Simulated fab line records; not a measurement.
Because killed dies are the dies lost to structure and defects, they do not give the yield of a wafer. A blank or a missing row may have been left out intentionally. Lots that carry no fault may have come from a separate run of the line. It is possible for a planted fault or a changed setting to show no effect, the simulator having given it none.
Which tool did it?    flow nandHarc    24 lots with 72 wafers sampled at 6 steps, on a route of 1159 steps

WHAT EACH GAUGE READ, for each wafer
NHARC_A_CONTACT_CD_MEAS_80. Usual: cdNm 189.7 nm, standard deviation 0.71.
lot   measured      on        cdNm (nm)          flag
L074  day 16 23:56  cdSem-03  188.3 188.7 188.9  
L076  day 17 05:11  cdSem-02  189.6 189.1 189.8  
L075  day 17 07:55  cdSem-03  189.8 189.5 189.2  
L077  day 17 23:53  cdSem-02  189.9 190.0 189.5  
L079  day 18 02:23  cdSem-02  189.9 189.5 190.3  
L078  day 18 05:52  cdSem-02  190.7 190.4 189.8  
L082  day 18 19:42  cdSem-02  190.5 190.1 190.4  
L081  day 18 21:38  cdSem-01  189.0 189.9 189.3  
L080  day 19 01:46  cdSem-01  189.2 189.2 189.7  
L083  day 19 04:44  cdSem-01  189.5 188.9 189.6  
L084  day 19 08:31  cdSem-02  191.3 190.4 190.6  
L087  day 19 18:37  cdSem-01  189.5 190.1 190.2  
L088  day 19 18:17  cdSem-01  189.7 188.8 189.2  
L086  day 19 22:34  cdSem-01  190.7 189.9 190.7  
L085  day 20 03:51  cdSem-01  189.3 190.0 190.0  
L089  day 20 08:36  cdSem-02  188.8 187.7 188.3  
L090  day 20 14:30  cdSem-02  190.3 190.3 190.4  
L091  day 20 14:17  cdSem-02  189.4 189.8 190.6  
L092  day 20 23:50  cdSem-01  190.8 190.7 190.6  
L093  day 21 11:29  cdSem-02  189.3 188.9 189.3  
L094  day 21 12:42  cdSem-01  190.0 190.5 190.2  
L095  day 21 16:37  cdSem-03  189.2 189.6 190.1  
L096  day 21 17:47  cdSem-03  190.2 189.5 189.8  
L097  day 23 00:47  cdSem-03  189.9 189.4 189.1  

NHARC_A_CONTACT_INSPECT_23. Usual: rawDefectCount 429, standard deviation 120.
lot   measured      on                rawDefectCount  flag
L074  day 17 16:09  defectInspect-02  445 305 476     
L076  day 17 17:40  defectInspect-01  286 360 371     
L075  day 17 18:05  defectInspect-02  455 448 730     
L077  day 18 11:07  defectInspect-02  778 700 557     
L079  day 18 11:54  defectInspect-02  443 446 260     
L078  day 18 19:46  defectInspect-02  488 619 404     
L082  day 19 05:07  defectInspect-01  311 522 313     
L081  day 19 07:31  defectInspect-01  416 489 364     
L080  day 19 10:32  defectInspect-02  511 492 318     
L083  day 19 15:06  defectInspect-02  423 237 259     
L084  day 19 23:01  defectInspect-01  393 351 384     
L087  day 20 04:28  defectInspect-01  328 329 391     
L088  day 20 03:42  defectInspect-01  443 786 532     
L086  day 20 08:23  defectInspect-01  438 732 417     
L085  day 20 14:10  defectInspect-02  595 309 335     
L089  day 20 21:23  defectInspect-02  368 448 393     
L090  day 21 11:41  defectInspect-02  299 419 372     
L091  day 21 11:10  defectInspect-02  472 625 448     
L092  day 21 12:52  defectInspect-02  417 383 409     
L093  day 21 21:18  defectInspect-02  362 334 389     
L094  day 21 22:19  defectInspect-02  413 391 473     
L095  day 22 02:16  defectInspect-02  349 336 410     
L096  day 22 03:27  defectInspect-02  382 323 519     
L097  day 23 11:01  defectInspect-02  399 586 547     

WHAT TOOL EACH LOT RAN ON (gives the tool, then ch and the chambers of the sampled wafers, and finally the start)
lot   NHARC_A_CONTACT_DEP_58           NHARC_A_CONTACT_ETCH_131            NHARC_A_CONTACT_ETCH_133            NHARC_A_CONTACT_STRIP_82
L074  pecvd-01 ch 0,1,2, day 16 19:52  harCapEtch-02 ch 0,1, day 16 22:50  harCapEtch-02 ch 0,1, day 16 23:08  rieDiel-13 ch 0,1,2, day 17 16:09 or earlier
L076  pecvd-01 ch 0,1,2, day 17 00:56  harCapEtch-03 ch 0,1, day 17 04:07  harCapEtch-03 ch 0,1, day 17 04:24  rieDiel-04 ch 0,2, day 17 17:40 or earlier
L075  pecvd-02 ch 1,2, day 17 03:39    harCapEtch-02 ch 0,1, day 17 06:52  harCapEtch-02 ch 0,1, day 17 07:11  rieDiel-13 ch 1,2,3, day 17 18:05 or earlier
L077  pecvd-01 ch 0,1,2, day 17 19:49  harCapEtch-02 ch 0,1, day 17 22:47  harCapEtch-02 ch 0,1, day 17 23:04  rieDiel-04 ch 1,2,3, day 18 11:07 or earlier
L079  pecvd-02 ch 0,1,2, day 17 22:15  harCapEtch-01 ch 0,1, day 18 01:19  harCapEtch-01 ch 0,1, day 18 01:35  rieDiel-01 ch 0,2,3, day 18 11:54 or earlier
L078  pecvd-03 ch 0,1, day 18 01:31    harCapEtch-03 ch 0,1, day 18 04:48  harCapEtch-03 ch 0,1, day 18 05:05  rieDiel-01 ch 1,2,3, day 18 19:46 or earlier
L082  pecvd-03 ch 0,1,2, day 18 15:29  harCapEtch-02 ch 1, day 18 18:37    harCapEtch-02 ch 1, day 18 18:55    rieDiel-04 ch 2,3, day 19 05:07 or earlier
L081  pecvd-02 ch 1,2, day 18 17:24    harCapEtch-03 ch 0,1, day 18 20:33  harCapEtch-03 ch 0,1, day 18 20:52  rieDiel-01 ch 0,3, day 19 07:31 or earlier
L080  pecvd-02 ch 0,1,2, day 18 21:37  harCapEtch-01 ch 0,1, day 19 00:44  harCapEtch-01 ch 0,1, day 19 01:04  rieDiel-04 ch 0,1,2, day 19 10:32 or earlier
L083  pecvd-02 ch 0,2, day 19 00:34    harCapEtch-02 ch 1, day 19 03:40    harCapEtch-02 ch 1, day 19 03:58    rieDiel-01 ch 1,2,3, day 19 15:06 or earlier
L084  pecvd-03 ch 0,2, day 19 03:47    harCapEtch-03 ch 0,1, day 19 07:16  harCapEtch-03 ch 0,1, day 19 07:38  rieDiel-01 ch 1,2,3, day 19 23:01 or earlier
L087  pecvd-03 ch 1,2, day 19 12:52    harCapEtch-03 ch 0,1, day 19 17:06  harCapEtch-03 ch 0,1, day 19 17:37  rieDiel-01 ch 0,2, day 20 04:28 or earlier
L088  pecvd-02 ch 0,1,2, day 19 13:36  harCapEtch-01 ch 0,1, day 19 17:11  harCapEtch-01 ch 0,1, day 19 17:29  rieDiel-04 ch 1,2,3, day 20 03:42 or earlier
L086  pecvd-01 ch 0,1, day 19 18:32    harCapEtch-01 ch 0,1, day 19 21:31  harCapEtch-01 ch 0,1, day 19 21:51  rieDiel-01 ch 1,2,3, day 20 08:23 or earlier
L085  pecvd-01 ch 1,2, day 19 23:28    harCapEtch-02 ch 0,1, day 20 02:49  harCapEtch-02 ch 0,1, day 20 03:10  rieDiel-01 ch 0,2,3, day 20 14:10 or earlier
L089  pecvd-02 ch 1,2, day 20 04:19    harCapEtch-01 ch 0,1, day 20 07:32  harCapEtch-01 ch 0,1, day 20 07:49  rieDiel-01 ch 0,2,3, day 20 21:23 or earlier
L090  pecvd-01 ch 1,2, day 20 09:53    harCapEtch-02 ch 0,1, day 20 13:01  harCapEtch-02 ch 0,1, day 20 13:20  rieDiel-13 ch 0,1,2, day 21 11:41 or earlier
L091  pecvd-02 ch 1,2, day 20 10:03    harCapEtch-01 ch 0,1, day 20 13:10  harCapEtch-01 ch 0,1, day 20 13:27  rieDiel-13 ch 1,2,3, day 21 11:10 or earlier
L092  pecvd-02 ch 0,2, day 20 19:53    harCapEtch-02 ch 0,1, day 20 22:48  harCapEtch-02 ch 0,1, day 20 23:07  rieDiel-13 ch 0,3, day 21 12:52 or earlier
L093  pecvd-02 ch 0,1, day 21 07:26    harCapEtch-03 ch 1, day 21 10:25    harCapEtch-03 ch 1, day 21 10:42    rieDiel-04 ch 0,3, day 21 11:53
L094  pecvd-03 ch 1,2, day 21 08:33    harCapEtch-01 ch 0,1, day 21 11:38  harCapEtch-01 ch 0,1, day 21 11:55  rieDiel-13 ch 1,2, day 21 22:19 or earlier
L095  pecvd-02 ch 1,2, day 21 12:19    harCapEtch-02 ch 0,1, day 21 15:35  harCapEtch-02 ch 0,1, day 21 15:55  rieDiel-04 ch 0,1,2, day 22 02:16 or earlier
L096  pecvd-03 ch 0,1, day 21 13:32    harCapEtch-03 ch 0,1, day 21 16:35  harCapEtch-03 ch 0,1, day 21 16:52  rieDiel-04 ch 0,1,3, day 22 03:27 or earlier
L097  pecvd-03 ch 0,1, day 22 20:43    harCapEtch-02 ch 0,1, day 22 23:43  harCapEtch-02 ch 0,1, day 22 23:59  rieDiel-13 ch 1,2,3, day 23 11:01 or earlier
- NHARC_A_CONTACT_DEP_58: deposits SiON, target thk 60 nm.
- NHARC_A_CONTACT_ETCH_131: etches the open film in C4F8/O2/Ar, time 155 s, target depth 956 nm.
- NHARC_A_CONTACT_ETCH_133: etches the open film in C4F8/O2/Ar, time 195 s, target depth 840 nm.
- NHARC_A_CONTACT_STRIP_82: strips in O2.

WHAT THE TOOLS THEMSELVES READ (means of the sampled wafers that have a number; where no wafer has one, the mark that the record gives instead)
NHARC_A_CONTACT_DEP_58. Usual: heaterPowerW 734 W, standard deviation 100; rfFwdPowerW 348.6 W, standard deviation 1.2.
lot   tool      heaterPowerW (W)  rfFwdPowerW (W)  flag
L074  pecvd-01  702               349.8            
L076  pecvd-01  721               349.1            
L075  pecvd-02  690               348.5            
L077  pecvd-01  670               348.4            
L079  pecvd-02  695               348.0            
L078  pecvd-03  828               348.8            
L082  pecvd-03  840               349.5            
L081  pecvd-02  744               348.3            
L080  pecvd-02  694               348.9            
L083  pecvd-02  656               347.4            
L084  pecvd-03  910               347.7            
L087  pecvd-03  830               348.0            
L088  pecvd-02  715               348.4            
L086  pecvd-01  812               348.6            
L085  pecvd-01  601               347.9            
L089  pecvd-02  744               348.7            
L090  pecvd-01  729               348.6            
L091  pecvd-02  697               347.4            
L092  pecvd-02  599               348.9            
L093  pecvd-02  723               349.4            
L094  pecvd-03  708               347.7            
L095  pecvd-02  642               349.3            
L096  pecvd-03  888               348.2            
L097  pecvd-03  771               347.7            

NHARC_A_CONTACT_STRIP_82. Usual: drypumpMotorCurrentA 5.8 A, standard deviation 0.51; oesProductAu 1.002 a.u., standard deviation 0.0098; rfVppV 57.6 V, standard deviation 0.96; showerheadPlenumPTorr 3.48 Torr, standard deviation 0.17; throttleValvePct 17.036 %, standard deviation 0.0097.
lot   tool        drypumpMotorCurrentA (A)  oesProductAu (a.u.)  rfVppV (V)  showerheadPlenumPTorr (Torr)  throttleValvePct (%)  flag
L074  rieDiel-13  5.8                       0.994                57.1        3.41                          17.038                
L076  rieDiel-04  6.0                       0.988                57.5        3.46                          17.024                
L075  rieDiel-13  5.8                       0.998                57.8        3.55                          17.037                
L077  rieDiel-04  6.3                       1.009                58.6        3.55                          17.031                
L079  rieDiel-01  5.4                       1.005                57.6        3.44                          17.026                
L078  rieDiel-01  5.4                       0.992                57.2        3.35                          17.035                
L082  rieDiel-04  6.3                       0.999                58.4        3.64                          17.032                
L081  rieDiel-01  5.2                       0.997                57.9        3.55                          17.044                
L080  rieDiel-04  6.2                       1.014                57.0        3.52                          17.034                
L083  rieDiel-01  5.5                       1.005                57.7        3.34                          17.038                
L084  rieDiel-01  5.4                       1.011                57.9        3.34                          17.047                
L087  rieDiel-01  5.2                       1.004                56.5        3.44                          17.038                
L088  rieDiel-04  6.3                       1.005                57.8        3.54                          17.038                
L086  rieDiel-01  5.5                       1.002                57.4        3.34                          17.036                
L085  rieDiel-01  5.4                       1.000                57.9        3.43                          17.035                
L089  rieDiel-01  5.4                       1.002                57.4        3.43                          17.032                
L090  rieDiel-13  5.8                       0.998                57.6        3.40                          17.042                
L091  rieDiel-13  5.9                       0.997                57.2        3.53                          17.040                
L092  rieDiel-13  5.3                       0.996                57.3        3.45                          17.037                
L093  rieDiel-04  6.1                       1.000                57.8        3.50                          17.031                
L094  rieDiel-13  6.1                       1.003                58.2        3.44                          17.030                
L095  rieDiel-04  6.2                       1.003                58.2        3.69                          17.030                
L096  rieDiel-04  6.2                       1.008                58.9        3.54                          17.047                
L097  rieDiel-13  5.8                       0.992                58.1        3.52                          17.035                

THE ANSWER, worked out from the rows above alone
Rule: take the mean of a lot's wafers that have a number; if it is more than 3 standard deviations from the usual mean, the lot is off. A lot without any number at a reading at which 4 lots or more have one is off too. Where the step has rows for the other lots, those lots are counted as sound. After the gauges, taken in route order, come the tools' own readings; for these a lot's mean is taken, as printed above. The first step at which some lot is off is used, and at that step the reading that is off furthest; a lot without a number counts as furthest.
Across all readings shown, no lot is off: no conclusion can be drawn from this.

WHAT HAD BEEN PUT IN BY THE SIMULATOR
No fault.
